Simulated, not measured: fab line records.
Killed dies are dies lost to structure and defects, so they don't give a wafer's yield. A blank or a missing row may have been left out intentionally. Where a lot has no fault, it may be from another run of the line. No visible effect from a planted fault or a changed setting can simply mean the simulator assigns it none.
3 desks, one fault :: flow nand_harc :: each desk holds nothing but its own numbers, with what lay behind them at the end

THE METROLOGY DESK
Means of the sampled wafers that have a number, per lot and without regard to the tool the lot ran on: this is what the gauges read. If a lot's mean is further than 4 standard deviations from the usual mean, the lot is out of limits and carries the mark OUT (the distance appears in the brackets).
Columns: A = cd_nm at NHARC_A_M0_CD_MEAS_09, usual 79.8 nm
lot: L357
first seen here: day 22 18:17
A: 79.1

lot: L359
first seen here: day 23 10:02
A: 80.1

lot: L361
first seen here: day 24 10:49
A: 80.2

lot: L366
first seen here: day 26 04:02
A: 81.2

lot: L365
first seen here: day 26 12:17
A: 82.6 (+4.6) OUT

lot: L371
first seen here: day 28 12:56
A: 80.3

lot: L374
first seen here: day 29 16:25
A: 80.2

lot: L373
first seen here: day 29 23:19
A: 80.4

lot: L375
first seen here: day 30 19:00
A: 80.4

lot: L376
first seen here: day 30 22:32
A: 78.7

lot: L379
first seen here: day 31 13:10
A: 80.6

lot: L377
first seen here: day 31 21:53
A: 79.7
This desk's verdict: out of limits on L365, starting with L365 at day 26 12:17 (cd_nm at NHARC_A_M0_CD_MEAS_09). Within limits: L357, L359, L361, L366, L371, L374, L373, L375, L376, L379, L377.

AT THE TOOL OWNER'S DESK: litho_track-04
The tool's own readings at NHARC_A_M0_PEB_07 (peb time 65 s): means of the sampled wafers that have a number, for each lot that ran on this tool. If a lot's mean is further than 4 standard deviations from the usual mean, the lot is out of limits and carries the mark OUT (the distance appears in the brackets).
Columns: A = heater_power_total_W at NHARC_A_M0_PEB_07, usual 156.6 W; B = plate_temp_C at NHARC_A_M0_PEB_07, usual 100.00 C
lot: L361
first seen here: day 24 10:44
A: 156.8
B: 99.96

lot: L366
first seen here: day 26 03:57
A: 157.3
B: 100.61 (+4.4) OUT

lot: L365
first seen here: day 26 12:11
A: 158.0
B: 100.73 (+5.2) OUT

lot: L373
first seen here: day 29 23:14
A: 156.1
B: 99.96

lot: L377
first seen here: day 31 21:49
A: 156.4
B: 99.99
This desk's verdict: out of limits on L365, L366, starting with L366 at day 26 03:57 (plate_temp_C at NHARC_A_M0_PEB_07). Within limits: L361, L373, L377.

THE DEFECT DESK
What the inspections along the route counted, lot by lot: means of the sampled wafers that have a number. If a lot's mean is further than 4 standard deviations from the usual mean, the lot is out of limits and carries the mark OUT (the distance appears in the brackets).
Columns: A = raw_defect_count at NHARC_A_BLC_INSPECT_12, usual 92
lot: L357
first seen here: day 22 14:14
A: 14

lot: L359
first seen here: day 23 05:56
A: 29

lot: L361
first seen here: day 24 06:19
A: 116

lot: L366
first seen here: day 25 23:36
A: 87

lot: L365
first seen here: day 26 01:10
A: 136

lot: L371
first seen here: day 28 08:53
A: 46

lot: L374
first seen here: day 29 12:29
A: 104

lot: L373
first seen here: day 29 19:24
A: 86

lot: L375
first seen here: day 30 15:04
A: 123

lot: L376
first seen here: day 30 18:45
A: 25

lot: L379
first seen here: day 31 09:16
A: 68

lot: L377
first seen here: day 31 18:06
A: 81
This desk's finding: nothing out of limits on any of the 12 lots.

ALL TOGETHER
At day 26 03:57, on L365, L366, the tool owner's desk was in a position to raise an alarm.
At day 26 12:17 the metrology desk could have sounded an alarm, on L365.
Nothing the defect desk looked at was out of limits.
The metrology desk holds a record of L366, inside its limits.
The defect desk has L365, L366 on record, within its limits.
NHARC_A_M0_PEB_07 was run on litho_track-04 by each of the lots named.

WHAT HAD BEEN PUT IN BY THE SIMULATOR
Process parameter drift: litho_track-04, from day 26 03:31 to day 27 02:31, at NHARC_A_M0_PEB_07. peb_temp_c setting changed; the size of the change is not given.
Lots struck among those shown: L365, L366.
Fault start to first reading out of limits, in hours, per desk: tool owner, 0; metrology, 9.
